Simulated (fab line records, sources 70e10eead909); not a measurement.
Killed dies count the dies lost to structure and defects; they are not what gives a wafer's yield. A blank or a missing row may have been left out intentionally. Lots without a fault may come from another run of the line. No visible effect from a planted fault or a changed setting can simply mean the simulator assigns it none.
Struck lot and sound lot, side by side -- flow nand_harc -- 25 out of 1302 route steps
Sound: these wafers, L574.1, L574.2, L574.5. Struck: wafers L591.2, L591.4, L591.6. The cause is given at the end.
Each step with rows lists, per side, the tool, then ch with its chambers, then its first start. Under that, the readings that differ: sound wafers -- struck wafers -- difference of the means -- sigmas: that difference in standard deviations of wafers without a fault.
alike: words and numbers the same on both sides, and readings whose means are apart by under 2 such deviations; not compared: readings that were withheld, readings missing a value for some wafer, numbers with overlapping values and no deviation given by the record, and bounds like >300 which may hide the same value.
The two part at a step that has a row with sigmas, a row that says differs or no value, or rows on one side only. Numbers that have no deviation but don't overlap get no sigmas and don't part them. Lack of a reading on every wafer of one side parts them only where that side has two or more wafers.

first, 1 step without rows for these wafers: NHARC_A_M0_SRD_25.
NHARC_A_M0_INSPECT_27:
  sound on defect_inspect-01, day 23 14:23; struck on defect_inspect-02, day 30 18:23
  alike: raw_defect_count
NHARC_A_M0_PRE_CLEAN_31: time 12 s.
  sound on pecvd-03 ch 0,1,2, day 23 14:27; struck on pecvd-01 ch 1,2, day 30 18:28
reading,sound,struck,difference,sigmas
rf_fwd_power_W (W),293.3 291.9 293.7,290.9 291.6 290.7,-1.9,-2
  alike: heater_power_w
NHARC_A_M0_DEP_32: deposits SiCN, target thk 30 nm.
  sound on pecvd-03 ch 0,1,2, day 23 14:32; struck on pecvd-01 ch 1,2, day 30 18:37
  alike: heater_power_w, rf_fwd_power_W, showerhead_vpp_V
then, 7 steps without rows for these wafers: NHARC_A_M1_DEP_00 (deposits SiOC, target thk 182.5 nm); NHARC_A_M1_DEHYDRATE_01 (time 120 s); NHARC_A_M1_HMDS_02 (time 30 s); NHARC_A_M1_COAT_34 (time 65 s); NHARC_A_M1_COAT_03 (resist thk 90 nm); NHARC_A_M1_SOFTBAKE_04 (time 55 s); NHARC_A_M1_EBR_05.
NHARC_A_M1_EXPOSE_06: exposes mask A M1, target cd 120 nm.
  sound on arfi_scanner-01 ch 0, day 23 15:38; struck on arfi_scanner-02 ch 0, day 30 19:31
reading,sound,struck,difference,sigmas
exposure_dose_mJ_cm2,75.13 75.23 75.12,72.59 72.49 72.63,-2.59,-35
  alike: mask
then, 2 steps without rows for these wafers: NHARC_A_M1_PEB_07 (peb time 65 s); NHARC_A_M1_DEVELOP_08 (develop time 35 s).
NHARC_A_M1_CD_MEAS_09: target cd 120 nm.
  sound on cd_sem-02 ch 0, day 23 15:47; struck on cd_sem-03 ch 0, day 30 19:39
  alike: cd_nm
NHARC_A_M1_OVL_MEAS_10: pitch 240 nm.
  sound on overlay-01, day 23 15:52; struck on overlay-01, day 30 19:44
  alike: overlay_x_nm, overlay_y_nm
NHARC_A_M1_INSPECT_11:
  sound on defect_inspect-02, day 23 15:55; struck on defect_inspect-01, day 30 19:46
  alike: raw_defect_count
NHARC_A_M1_DESCUM_14: chemistry O2, time 3 s.
  sound on rie_diel-12 ch 2,3, day 23 15:59; struck on rie_diel-10 ch 1,2, day 30 19:50
  alike: drypump_motor_current_A, oes_product_au, rf_vpp_V, showerhead_plenum_p_Torr, throttle_valve_pct
  not compared: rf_hours_counter_h, model.A_M1.cd_nm
NHARC_A_M1_ETCH_35: etches the open film in N2/H2, target depth 40 nm, overetch 12 nm, time 43.94 s.
  sound on rie_diel-12 ch 0,1,3, day 23 16:03; struck on rie_diel-10 ch 0,1,2, day 30 19:55
reading,sound,struck,difference,sigmas
oes_product_au (a.u.),0.991 0.981 0.982,1.010 1.008 0.997,+0.020,+2
  alike: drypump_motor_current_A, rf_fwd_power_W, rf_vpp_V, showerhead_plenum_p_Torr, throttle_valve_pct
  not compared: rf_hours_counter_h
NHARC_A_M1_ETCH_15: etches the open film in C4F8/Ar, target depth 182.5 nm, time 91.2 s.
  sound: rie_diel-12 ch 0,1,2; struck: rie_diel-10 ch 1,2,3
  alike: oes_product_au, rf_fwd_power_W, rf_vpp_V
  not compared: rf_hours_counter_h
NHARC_A_M1_CD_MEAS_16:
  sound on cd_sem-01, day 23 16:16; struck on cd_sem-01, day 30 20:08
  alike: cd_nm
NHARC_A_M1_STRIP_18: strips in N2/H2.
  sound on rie_diel-11 ch 1,2,3, day 23 16:22; struck on rie_diel-12 ch 1,3, day 30 20:14
  alike: drypump_motor_current_A, oes_product_au, rf_fwd_power_W, rf_vpp_V, showerhead_plenum_p_Torr, throttle_valve_pct
  not compared: rf_hours_counter_h
NHARC_A_M1_ETCH_28: etches the open film in CF4/N2, target depth 30 nm, time 72.99 s.
  sound: rie_diel-11 ch 0,2,3; struck: rie_diel-12 ch 2,3
  alike: drypump_motor_current_A, oes_product_au, rf_fwd_power_W, rf_vpp_V, showerhead_plenum_p_Torr, throttle_valve_pct
  not compared: rf_hours_counter_h, model.A_M1.cd_nm
then, 1 step without rows for these wafers: NHARC_A_M1_STRIP_19 (strips in post etch residue remover, time 600 s).
NHARC_END_SORT_01:
  sound on prober-02 ch 0, day 25 11:51; struck on prober-01 ch 0, day 32 05:24
  alike: defect_limited_yield, killed_at_array, killed_at_other, killed_at_periphery, killed_dies, killed_open, killed_short

== WHERE THEY PART ==
First at NHARC_A_M0_PRE_CLEAN_31; last, within this record, at NHARC_A_M1_ETCH_35. Later steps at which nothing parts them and some readings are alike: NHARC_A_M1_ETCH_15, NHARC_A_M1_CD_MEAS_16, NHARC_A_M1_STRIP_18, NHARC_A_M1_ETCH_28, NHARC_END_SORT_01.

WHY: what the simulator had put in
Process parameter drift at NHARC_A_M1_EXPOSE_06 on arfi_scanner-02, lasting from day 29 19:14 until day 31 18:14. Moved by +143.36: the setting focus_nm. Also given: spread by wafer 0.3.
